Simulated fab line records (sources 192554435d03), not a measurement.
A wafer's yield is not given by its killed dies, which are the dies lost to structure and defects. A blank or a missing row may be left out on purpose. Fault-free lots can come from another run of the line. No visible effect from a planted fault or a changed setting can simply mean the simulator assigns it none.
Split-lot trial + flow n5 finfet + 21 wafers read across 7 lots, on a route 1938 steps long

## SPLIT DETAILS
At N5_SD_EPI_N_ETCH_45 (etches SiOCN in CH3F/O2, target depth 6 nm), the setting target depth a was moved away from the recipe's 60 angstrom on 4 of the 21 wafers read, by +4.4% to +8.5%. For the rest of the wafers, this setting stayed at what the recipe calls for.

The split's own step is where the reading is taken.

## THE READING
etch.depth nm (the simulator's own value, which no gauge read), in nm, at N5_SD_EPI_N_ETCH_45 (etches SiOCN in CH3F/O2, target depth 6 nm). No usual value for it is given in the file. Average 5.935 nm, standard deviation 0.06 nm, over the 17 wafers here run with the recipe.

| wafer  | tool, chamber at the split | target depth a as run, angstrom | against the recipe | etch.depth nm, nm | against lot-mates on the recipe |
|--------|----------------------------|---------------------------------|--------------------|-------------------|---------------------------------|
| L074.2 | rie diel-02, 1             | 60                              | recipe             | 5.928             | -                               |
| L074.4 | rie diel-02, 2             | 65.08                           | +8.5%              | 6.57              | +0.615                          |
| L074.6 | rie diel-02, 2             | 60                              | recipe             | 5.983             | -                               |
| L075.3 | rie diel-05, 1             | 60                              | recipe             | 5.861             | -                               |
| L075.5 | rie diel-05, 3             | 60                              | recipe             | 5.811             | -                               |
| L075.6 | rie diel-05, 2             | 60                              | recipe             | 5.948             | -                               |
| L080.1 | rie diel-05, 1             | 60                              | recipe             | 5.848             | -                               |
| L080.2 | rie diel-05, 2             | 60                              | recipe             | 5.908             | -                               |
| L080.4 | rie diel-05, 0             | 62.61                           | +4.4%              | 6.16              | +0.282                          |
| L082.1 | rie diel-02, 0             | 65.01                           | +8.4%              | 6.442             | +0.513                          |
| L082.3 | rie diel-02, 1             | 60                              | recipe             | 5.929             | -                               |
| L082.6 | rie diel-02, 1             | 65.01                           | +8.4%              | 6.444             | +0.515                          |
| L084.3 | rie diel-04, 1             | 60                              | recipe             | 6.028             | -                               |
| L084.4 | rie diel-04, 3             | 60                              | recipe             | 5.968             | -                               |
| L084.5 | rie diel-04, 1             | 60                              | recipe             | 5.987             | -                               |
| L088.2 | rie diel-04, 2             | 60                              | recipe             | 5.974             | -                               |
| L088.4 | rie diel-04, 0             | 60                              | recipe             | 5.92              | -                               |
| L088.6 | rie diel-04, 1             | 60                              | recipe             | 6.037             | -                               |
| L091.3 | rie diel-04, 0             | 60                              | recipe             | 5.893             | -                               |
| L091.5 | rie diel-04, 2             | 60                              | recipe             | 5.899             | -                               |
| L091.6 | rie diel-04, 1             | 60                              | recipe             | 5.967             | -                               |

THE FIT
A straight line over all 21 wafers: etch.depth nm changes by +0.0648 nm for each +1% of target depth a; r = +0.96; the points scatter about the line by 0.062 nm.
The same after taking each lot's own level away (the mean of its wafers on the recipe; 21 wafers): +0.0653 nm for each +1%; r = +0.98; scatter 0.04 nm.
On that fit, the largest move of target depth a shifts the reading by 0.55 nm.
Measured against the standard deviation above, the lots' own levels, which go from 5.8733 to 5.9943 nm, span 2.0 times it.
The two slopes agree, so the slope changes little with the lot-to-lot level.
Check: for one of the wafers moved furthest among these (+8.5%), held out of the fit, the line's prediction against its lot-mates is +0.524 nm. It came out at +0.615 nm against them.

## THESE WAFERS: OTHER SPLITS
Other splits were also applied to these wafers ahead of the reading. Each is held against what the fit with the lots' levels taken away leaves over:
| other split on the same wafers            | wafers away from the commonest value | r with etch.depth nm (lot level and that fit taken away) |
|-------------------------------------------|--------------------------------------|----------------------------------------------------------|
| N5_WELL_APT_COAT_02 spin rpm              | 3                                    | -0.11                                                    |
| N5_PMOS_HMC_CHANNEL_EPI_EXPOSE_06 dose mj | 7                                    | -0.12                                                    |
| N5_PMOS_HMC_CHANNEL_EPI_PEB_07 peb time s | 9                                    | +0.33                                                    |
| N5_FIN_CUT_COAT_19 spin rpm               | 9                                    | +0.34                                                    |
| N5_DUMMY_GATE_COAT_28 spin rpm            | 6                                    | -0.01                                                    |
| N5_DUMMY_GATE_DESCUM_20 time s            | 7                                    | +0.10                                                    |

## FILE'S OWN FIT
etch.depth nm changes by +0.0668 nm for each +1% of target depth a, r = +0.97.
